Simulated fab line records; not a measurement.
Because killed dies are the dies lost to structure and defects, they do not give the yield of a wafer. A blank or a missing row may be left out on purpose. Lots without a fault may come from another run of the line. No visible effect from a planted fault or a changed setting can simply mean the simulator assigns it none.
fab line records	flow n5-finfet
record lots=7	wafers=18	last-day=17
route steps=1938 shown MIM_BOT_LITHO@1854 MIM_BOT_ETCH@1866 PASSIVATION@1936
lots untouched by any fault: they come from a run of this same line in which no faults occurred
start-h: hours from the record's opening day to when the first of the lot's shown wafers began	wait-h: hours elapsed since this lot's preceding step	" same as the row above	L1.1+2: several wafers, shown together as one row	- no value, or no start given	* or withheld: withheld	< > ~ a bound
route shown NAME@n: names a module that has steps shown in the file, with the first one's number in the route	usual: the fault-free wafers' mean and standard deviation	same: alike in all rows	chamber/n: place in a boat	sites: per-site readings	_std_site: their standard deviation	_edge_site: mean of outer sites minus mean of inner sites	radius-mm: for every site, how far away it sits from the centre of the wafer	mask NAME#n: copy n	behind: tool/chamber where the wafer was last shaped	hold: reason for holding the lot/hours on hold/outcome of the hold	device: which transistor (n, p or np) failed to switch	end of line: the tests these same wafers got at the end of their route	step lacking rows: just its recipe	killed: at the first sort, the dies lost to defects and structure; wafer yield is something else	map: the dies of a wafer, with x for killed, . for not killed, _ for no die there
set.NAME: the run value of the setting; set.NAME@STEP: its run value at that earlier step	model.NAME: the simulator's own value behind a step, which no gauge read
a table for each step, a row for each wafer; lots at some steps of the route
services: from which hour (start-h, from the record's first day; less than 0 if before it) a tool's chamber was out of use, for how many hours, and why
## steps
# step N5_MIM_BOT_LITHO_HMDS_01
# recipe time-s=60	temp-c=120
# step N5_MIM_BOT_LITHO_COAT_02
# recipe spin-rpm=*	resist-thk-nm=*
# step N5_MIM_BOT_LITHO_EBR_04
# recipe solvent=PGMEA	ebr-width-mm=1.5
# step N5_MIM_BOT_LITHO_SOFTBAKE_03
# recipe temp-c=100	time-s=90
# step N5_MIM_BOT_LITHO_EXPOSE_05
# recipe mask-id=MIM_BOT	na=0.55	source-shape=conventional	sigma-outer=0.8	polarization=unpolarized	dose-mj=24.25
# step N5_MIM_BOT_LITHO_PEB_06
# recipe peb-temp-c=withheld	peb-time-s=*
# step N5_MIM_BOT_LITHO_DEVELOP_07
# recipe develop-time-s=60	rinse-liquid=diw	dry=air-spin	dev-temp-c=21
# step N5_MIM_BOT_LITHO_HARDBAKE_09
# recipe temp-c=130	time-s=120
# step N5_MIM_BOT_LITHO_CD_MEAS_08
# recipe target-cd-nm=3000	landing-energy-ev=500	detector=se-inlens	polarity=opening
# usual cd-nm=3000.0/1.4
# same landing-energy-ev=500
lot.wafer	tool	chamber	start-h	wait-h	cd-nm
L367.2	cd-sem-02	0	299.06	-	2999.0
L367.3	"	0	"	"	3002.1
L367.5	"	0	"	"	3000.1
L371.1	cd-sem-02	0	314.30	-	2999.1
L371.5	"	0	"	"	2999.1
L376.4	cd-sem-02	0	342.97	-	3001.9
L376.5	"	0	"	"	3000.2
L374.1	cd-sem-01	0	351.75	-	3001.2
L374.4	"	0	"	"	3001.1
L378.2	cd-sem-02	0	364.96	-	2999.6
L378.3	"	0	"	"	2998.6
L378.5	"	0	"	"	2997.0
L379.2	cd-sem-01	0	380.92	-	3000.9
L379.3	"	0	"	"	3001.0
L379.6	"	0	"	"	3001.0
L383.2	cd-sem-02	0	395.42	-	3003.3
L383.3	"	0	"	"	3002.0
L383.6	"	0	"	"	3000.2
# step N5_MIM_BOT_LITHO_OVL_MEAS_11
# recipe points-per-wafer=44
# usual MIM_BOT_OVL=0/5.3
# same points-per-wafer=44
lot.wafer	tool	chamber	start-h	wait-h	MIM_BOT_OVL[nm]
L367.2	overlay-02	0	299.09	0.0	9
L367.3	"	0	"	"	-1
L367.5	"	0	"	"	-2
L371.1	overlay-02	0	314.33	0.0	0
L371.5	"	0	"	"	-1
L376.4	overlay-01	0	343.00	0.0	-3
L376.5	"	0	"	"	5
L374.1	overlay-01	0	351.78	0.0	11
L374.4	"	0	"	"	-1
L378.2	overlay-02	0	364.99	0.0	-1
L378.3	"	0	"	"	1
L378.5	"	0	"	"	4
L379.2	overlay-01	0	380.95	0.0	-1
L379.3	"	0	"	"	-5
L379.6	"	0	"	"	7
L383.2	overlay-01	0	395.44	0.0	-1
L383.3	"	0	"	"	-4
L383.6	"	0	"	"	-3
# step N5_MIM_BOT_LITHO_INSPECT_12
# recipe mode=adi	inspect-instrument=macro
# usual raw-defect-count=2.1/1.4
lot.wafer	tool	chamber	start-h	wait-h	raw-defect-count
L367.2	defect-inspect-01	-	299.11	0.0	4
L367.3	"	-	"	"	1
L367.5	"	-	"	"	1
L371.1	defect-inspect-02	-	314.35	0.0	1
L371.5	"	-	"	"	3
L376.4	defect-inspect-01	-	343.02	0.0	2
L376.5	"	-	"	"	2
L374.1	defect-inspect-02	-	351.81	0.0	4
L374.4	"	-	"	"	3
L378.2	defect-inspect-02	-	365.01	0.0	2
L378.3	"	-	"	"	1
L378.5	"	-	"	"	3
L379.2	defect-inspect-01	-	380.98	0.0	0
L379.3	"	-	"	"	0
L379.6	"	-	"	"	3
L383.2	defect-inspect-01	-	395.47	0.0	2
L383.3	"	-	"	"	2
L383.6	"	-	"	"	2
# step N5_MIM_BOT_LITHO_DESCUM_10
# recipe chemistry=O2	time-s=7.9	source-power-w=50	bias-power-w=20	pressure-mtorr=20	rf-frequency-hz=2.712e+07	temp-c=40	o2-flow-sccm=225
# usual drypump-motor-current-A=5.9/0.55	oes-product-au=0.79/0.069	rf-vpp-V=242.8/1.3	showerhead-plenum-p-Torr=2.07/0.067	throttle-valve-pct=20.45/0.21
lot.wafer	tool	chamber	start-h	wait-h	drypump-motor-current-A	oes-product-au	rf-hours-counter-h	rf-vpp-V	showerhead-plenum-p-Torr	throttle-valve-pct
L367.2	rie-diel-04	0	299.15	0.0	6.5	0.88	33	242.6	2.06	20.35
L367.3	"	1	"	"	6.0	0.86	47	241.9	2.04	20.37
L367.5	"	2	"	"	5.8	0.78	-	243.3	2.02	20.57
L371.1	rie-diel-04	2	314.39	0.0	5.8	0.78	121	242.1	2.02	20.58
L371.5	"	1	"	"	5.9	0.86	-	243.0	2.04	20.40
L376.4	rie-diel-04	2	343.22	0.2	5.8	0.77	-	241.4	2.02	20.58
L376.5	"	0	"	"	6.5	0.86	-	242.8	2.05	20.39
L374.1	rie-diel-04	1	351.96	0.1	6.0	0.84	64	242.1	2.03	20.40
L374.4	"	3	"	"	6.0	0.78	122	245.0	2.19	20.41
L378.2	rie-diel-02	3	365.05	0.0	5.1	0.88	36	242.3	2.04	20.64
L378.3	"	0	"	"	5.2	0.79	99	242.2	2.03	20.09
L378.5	"	0	"	"	5.2	0.79	-	241.3	2.03	20.09
L379.2	rie-diel-06	1	381.01	0.0	5.7	0.69	211	243.3	2.17	20.95
L379.3	"	3	"	"	4.9	0.74	166	243.2	2.08	20.61
L379.6	"	1	"	"	5.7	0.69	-	245.4	2.17	20.94
L383.2	rie-diel-02	2	395.50	0.0	6.5	0.75	166	242.4	2.08	20.63
L383.3	"	0	"	"	5.2	0.79	108	242.1	2.02	20.09
L383.6	"	1	"	"	5.5	0.89	-	243.2	2.13	20.38
# step N5_MIM_BOT_ETCH_ETCH_04
# recipe chemistry=CF4/O2	target=SiNx	target-depth-a=260	time-s=13	ion-energy-ev=100	pressure-mtorr=40	source-w=535	bias-w=49	Ar_flow_sccm=100	cf4-flow-sccm=100	O2_flow_sccm=10
# usual O2_flow_sccm=10.00/0.032	drypump-motor-current-A=5.9/0.55	oes_f_703_au=0.79/0.068	oes-product-au=0.79/0.071	rf-vpp-V=241.7/2.2	showerhead-plenum-p-Torr=2.18/0.066	throttle-valve-pct=15.99/0.19
lot.wafer	tool	chamber	start-h	wait-h	O2_flow_sccm	drypump-motor-current-A	oes_f_703_au	oes-product-au	rf-hours-counter-h	rf-vpp-V	showerhead-plenum-p-Torr	throttle-valve-pct	model.etch.depth-nm
L367.2	rie-diel-04	0	299.21	0.0	9.98	6.5	0.88	0.89	33	238.5	2.16	15.83	26.6
L367.3	"	1	"	"	10.00	5.9	0.88	0.87	47	239.0	2.15	15.91	26.06
L367.5	"	2	"	"	10.06	5.9	0.77	0.78	-	242.9	2.13	16.05	26.03
L371.1	rie-diel-04	2	314.45	0.0	10.05	5.9	0.77	0.71	121	242.4	2.12	16.03	22.36
L371.5	"	1	"	"	9.96	5.9	0.87	0.86	-	241.1	2.15	15.91	26.05
L376.4	rie-diel-04	2	343.29	0.0	10.00	5.9	0.76	0.70	-	243.1	2.12	16.06	22.19
L376.5	"	0	"	"	9.97	6.5	0.85	0.85	-	239.0	2.16	15.87	26.14
L374.1	rie-diel-04	1	352.02	0.0	9.97	6.0	0.86	0.78	64	238.6	2.14	15.92	22.79
L374.4	"	3	"	"	10.02	6.0	0.76	0.70	122	243.6	2.31	15.97	22.48
L378.2	rie-diel-02	3	365.11	0.0	9.97	5.1	0.86	0.87	36	237.4	2.15	16.10	25.79
L378.3	"	0	"	"	10.03	5.2	0.80	0.78	99	239.1	2.13	15.59	26.25
L378.5	"	0	"	"	10.03	5.3	0.79	0.79	-	239.2	2.13	15.60	26.08
L379.2	rie-diel-06	1	381.08	0.0	10.00	5.7	0.69	0.69	211	241.3	2.26	16.41	25.55
L379.3	"	3	"	"	9.94	4.9	0.73	0.73	166	245.0	2.20	16.17	25.87
L379.6	"	1	"	"	10.02	5.7	0.70	0.69	-	241.9	2.26	16.42	25.48
L383.2	rie-diel-02	2	395.57	0.0	9.96	6.5	0.76	0.76	166	241.5	2.19	16.23	26.12
L383.3	"	0	"	"	10.02	5.3	0.79	0.78	108	239.9	2.13	15.60	26.48
L383.6	"	1	"	"	10.05	5.5	0.88	0.89	-	241.4	2.24	15.87	26.05
# step N5_MIM_BOT_ETCH_ETCH_03
# recipe chemistry=Cl2/BCl3	target-depth-a=120	pressure-mtorr=8	icp-w=800	bias-w=100	Cl2_flow_sccm=20	bcl3-flow-sccm=80
# usual drypump-motor-current-A=5.8/0.43	oes-product-au=0.78/0.072	throttle-valve-pct=27.59/0.14
lot.wafer	tool	chamber	start-h	wait-h	drypump-motor-current-A	oes-product-au	rf-hours-counter-h	throttle-valve-pct
L367.2	rie-metal-01	0	299.30	0.1	6.2	0.70	73	27.36
L367.3	"	1	"	"	5.4	0.91	-	27.50
L367.5	"	1	"	"	5.4	0.92	-	27.51
L371.1	rie-metal-02	1	314.54	0.1	6.1	0.77	40	27.53
L371.5	"	0	"	"	6.2	0.79	-	27.80
L376.4	rie-metal-02	1	343.37	0.1	6.0	0.77	-	27.57
L376.5	"	0	"	"	6.2	0.78	-	27.81
L374.1	rie-metal-03	1	352.11	0.1	6.0	0.69	75	27.53
L374.4	"	0	"	"	5.1	0.81	-	27.72
L378.2	rie-metal-01	1	365.20	0.1	5.3	0.87	12	27.52
L378.3	"	1	"	"	5.3	0.88	-	27.53
L378.5	"	1	"	"	5.3	0.88	-	27.50
L379.2	rie-metal-01	1	381.17	0.1	5.4	0.86	14	27.53
L379.3	"	1	"	"	5.4	0.88	-	27.50
L379.6	"	0	"	"	6.3	0.69	-	27.38
L383.2	rie-metal-03	0	395.66	0.1	5.1	0.81	28	27.74
L383.3	"	1	"	"	6.0	0.67	-	27.54
L383.6	"	0	"	"	5.1	0.81	-	27.73
# step N5_PASSIVATION_PROBE_49
# usual defect-limited-yield=91.1/1.3	killed_at_M0_to_M3=36/10	killed_at_M4_up=14/4.4	killed-at-contacts=14/5.7	killed-at-front-end=39/9.4	killed-at-other=2.9/2.6	killed-dies=105/15	killed-open=70/12	killed-short=34/7.1	sort_bin_5_function=5.3/0.77	sort_bin_6_memory=3.3/0.66	sort_bin_8_speed=0.00/0.007	sort-n-pass=1075/15	sort-yield-pct=91.1/1.3
# same gross-dies=1180	killed-at-back-side=0	sort_bin_4_leakage[%]=0
lot.wafer	tool	chamber	start-h	wait-h	defect-limited-yield[%]	killed_at_M0_to_M3	killed_at_M4_up	killed-at-contacts	killed-at-front-end	killed-at-other	killed-dies	killed-open	killed-short	sort_bin_5_function[%]	sort_bin_6_memory[%]	sort_bin_8_speed[%]	sort-n-pass	sort-yield-pct[%]
L367.2	prober-01	-	308.58	0.1	91.5	43	9	13	34	1	100	59	36	5.2	3.1	0	1080	91.5
L367.3	prober-01	-	308.63	0.1	92.4	34	19	12	22	3	90	54	34	4.8	2.4	0	1090	92.4
L367.5	prober-01	-	308.73	0.2	89.9	55	18	12	32	2	119	81	33	7.0	2.7	0	1061	89.9
L371.1	prober-02	-	323.88	0.0	91.6	37	12	5	37	8	99	72	26	5.5	2.6	0	1081	91.6
L371.5	prober-02	-	324.08	0.2	92.0	36	11	10	27	10	94	46	47	4.7	2.8	0	1086	92.0
L376.4	prober-02	-	352.09	0.2	91.4	41	13	16	31	1	102	75	25	4.8	3.4	0	1078	91.4
L376.5	prober-02	-	352.14	0.2	91.3	39	12	9	41	2	103	70	32	5.6	2.9	0	1077	91.3
L374.1	prober-01	-	360.02	0.0	89.1	34	23	22	45	5	129	99	28	5.7	4.7	0	1051	89.1
L374.4	prober-01	-	360.17	0.2	90.2	44	14	11	42	5	116	75	41	5.9	3.5	0	1064	90.2
L378.2	prober-01	-	373.48	0.1	90.5	68	8	10	23	3	112	65	43	5.8	3.2	0	1068	90.5
L378.3	prober-01	-	373.53	0.1	91.3	29	21	18	33	2	103	66	34	5.5	2.8	0	1077	91.3
L378.5	prober-01	-	373.63	0.2	88.9	51	16	12	48	4	131	76	50	7.4	3.6	0	1049	88.9
L383.2	prober-01	-	403.79	0.1	90.0	32	14	18	47	7	118	85	33	6.0	3.4	0	1062	90.0
L383.3	prober-01	-	403.84	0.1	91.3	16	9	20	52	6	103	65	38	5.4	2.9	0	1077	91.3
L383.6	prober-01	-	403.99	0.3	93.2	27	8	14	30	1	80	54	26	3.9	2.5	0	1100	93.2
# killed by level:class
L367.2 BEOL_M1:geometric-particle:open=15 FIN_SAQP:geometric-particle:short=11 BEOL_M0_SAQP:geometric-particle:open=11 MOL_CONTACT_COAG:geometric-particle:open=10 BEOL_M0_SAQP:geometric-particle:short=9 STARTING-WAFER:geometric-particle:open=6 FIN_SAQP:geometric-particle:open=3 GATE_CUT:geometric-particle:short=3
L367.3 MOL_CONTACT_COAG:geometric-particle:open=9 BEOL_M5:geometric-particle:open=9 BEOL_M3:geometric-particle:open=8 FIN_SAQP:geometric-particle:short=7 BEOL_M1:geometric-particle:open=6 BEOL_M0_SAQP:geometric-particle:short=5 BEOL_M1:geometric-particle:short=5 BEOL_M4:geometric-particle:open=5
L367.5 BEOL_M1:geometric-particle:open=13 MOL_CONTACT_COAG:geometric-particle:open=11 FIN_SAQP:geometric-particle:short=10 BEOL_M0_SAQP:geometric-particle:open=10 BEOL_M3:geometric-particle:open=9 BEOL_M2:geometric-particle:open=8 FIN_SAQP:geometric-particle:open=7 BEOL_M4:geometric-particle:open=7
L371.1 STI_FIN_REVEAL:geometric-particle:open=10 BEOL_M1:geometric-particle:open=9 STARTING-WAFER:geometric-particle:open=8 BEOL_M2:geometric-particle:open=7 BEOL_M3:geometric-particle:open=7 BEOL_M0_SAQP:geometric-particle:short=6 BEOL_M0_SAQP:geometric-particle:open=5 BEOL_M5:geometric-particle:open=5
L371.5 BEOL_M0_SAQP:geometric-particle:short=11 BEOL_M2:geometric-particle:open=11 FIN_SAQP:geometric-particle:short=6 MOL_CONTACT_COAG:geometric-particle:open=6 BEOL_M3:geometric-particle:open=6 STI_FIN_REVEAL:geometric-particle:open=5 STARTING-WAFER:geometric-particle:short=5 PASS1_CAP:geometric-particle:short=4
L376.4 MOL_CONTACT_COAG:geometric-particle:open=15 BEOL_M1:geometric-particle:open=10 BEOL_M2:geometric-particle:open=8 BEOL_M3:geometric-particle:open=8 BEOL_M4:geometric-particle:open=7 FIN_SAQP:geometric-particle:open=6 STI_FIN_REVEAL:geometric-particle:open=5 BEOL_M1:geometric-particle:short=5
L376.5 FIN_SAQP:geometric-particle:open=11 BEOL_M1:geometric-particle:open=11 MOL_CONTACT_COAG:geometric-particle:open=8 BEOL_M0_SAQP:geometric-particle:open=8 FIN_SAQP:geometric-particle:short=6 STI_FIN_REVEAL:geometric-particle:open=6 BEOL_M2:geometric-particle:open=6 BEOL_M3:geometric-particle:open=4
L374.1 STI_FIN_REVEAL:geometric-particle:open=19 MOL_CONTACT_COAG:geometric-particle:open=19 BEOL_M0_SAQP:geometric-particle:open=17 BEOL_M4:geometric-particle:open=12 FIN_SAQP:geometric-particle:open=9 BEOL_M1:geometric-particle:open=6 STI_FIN_REVEAL:geometric-particle:short=5 BEOL_M0_SAQP:geometric-particle:short=5
L374.4 BEOL_M0_SAQP:geometric-particle:open=18 BEOL_M0_SAQP:geometric-particle:short=15 STI_FIN_REVEAL:geometric-particle:open=9 MOL_CONTACT_COAG:geometric-particle:open=7 FIN_SAQP:geometric-particle:open=6 BEOL_M1:geometric-particle:open=6 FIN_SAQP:geometric-particle:short=5 DUMMY_GATE:geometric-particle:open=5
L378.2 BEOL_M0_SAQP:geometric-particle:open=27 BEOL_M0_SAQP:geometric-particle:short=22 MOL_CONTACT_COAG:geometric-particle:open=8 BEOL_M1:geometric-particle:short=6 STI_FIN_REVEAL:geometric-particle:open=5 BEOL_M3:geometric-particle:open=5 BEOL_M2:geometric-particle:open=4 HKMG_FIN:area-etch=3
L378.3 MOL_CONTACT_COAG:geometric-particle:open=14 BEOL_M0_SAQP:geometric-particle:open=12 STI_FIN_REVEAL:geometric-particle:open=8 BEOL_M0_SAQP:geometric-particle:short=8 BEOL_M4:geometric-particle:open=6 BEOL_M2:geometric-particle:open=6 BEOL_M4:geometric-particle:short=5 FIN_SAQP:geometric-particle:short=4
L378.5 BEOL_M0_SAQP:geometric-particle:short=20 BEOL_M0_SAQP:geometric-particle:open=14 STI_FIN_REVEAL:geometric-particle:open=11 MOL_CONTACT_COAG:geometric-particle:open=11 BEOL_M5:geometric-particle:open=7 FIN_SAQP:geometric-particle:short=5 ILD0:geometric-particle:open=5 GATE_CUT:geometric-particle:short=5
L383.2 MOL_CONTACT_COAG:geometric-particle:open=14 FIN_SAQP:geometric-particle:open=13 STI_FIN_REVEAL:geometric-particle:open=12 BEOL_M0_SAQP:geometric-particle:open=8 BEOL_M0_SAQP:geometric-particle:short=8 ILD0:geometric-particle:open=6 BEOL_M3:geometric-particle:open=5 BEOL_M4:geometric-particle:open=5
L383.3 FIN_SAQP:geometric-particle:short=15 MOL_CONTACT_COAG:geometric-particle:open=14 STI_FIN_REVEAL:geometric-particle:open=10 FIN_SAQP:geometric-particle:open=8 MOL_CONTACT_COAG:geometric-particle:short=6 DUMMY_GATE:geometric-particle:open=5 BEOL_M0_SAQP:geometric-particle:open=5 BEOL_M4:geometric-particle:open=4
L383.6 MOL_CONTACT_COAG:geometric-particle:open=12 FIN_SAQP:geometric-particle:open=7 BEOL_M2:geometric-particle:open=7 BEOL_M0_SAQP:geometric-particle:short=5 BEOL_M1:geometric-particle:short=5 BEOL_M1:geometric-particle:open=5 STI_FIN_REVEAL:geometric-particle:open=4 FIN_SAQP:geometric-particle:short=3
## services
tool	chamber	start-h	hours	kind
rie-metal-01	-	279.59	0.7	repair
rie-diel-02	1	284.06	-	clean
rie-diel-02	1	284.06	-	consumable-replace:focus-ring
rie-diel-02	1	284.06	13.9	scheduled-down
rie-diel-02	1	284.06	13.9	vent-cycle
rie-diel-04	1	342.58	5.9	repair
rie-diel-04	3	353.66	5.1	repair
rie-diel-06	-	360.52	0.5	repair
rie-diel-02	-	374.68	2.8	pm
rie-diel-04	0	379.45	4.8	repair
rie-metal-01	-	393.21	0.6	repair
## key
first-sign none at tools or gauges
model-effect step=N5_MIM_BOT_ETCH_ETCH_04	value=etch.depth-nm	without=25.93	struck=22.45
met-at N5_MIM_BOT_ETCH_ETCH_04
struck-wafers L371.1,L374.1,L374.4,L376.4
onset-between 299.21 314.45
fault kind=process-parameter-drift	tool=rie-diel-04	chamber=-	onset-h=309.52	steps=N5_MIM_BOT_ETCH_ETCH_04	channel=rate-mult	offset=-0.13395	shape=step	end-h=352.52	scope=struck-wafers-only
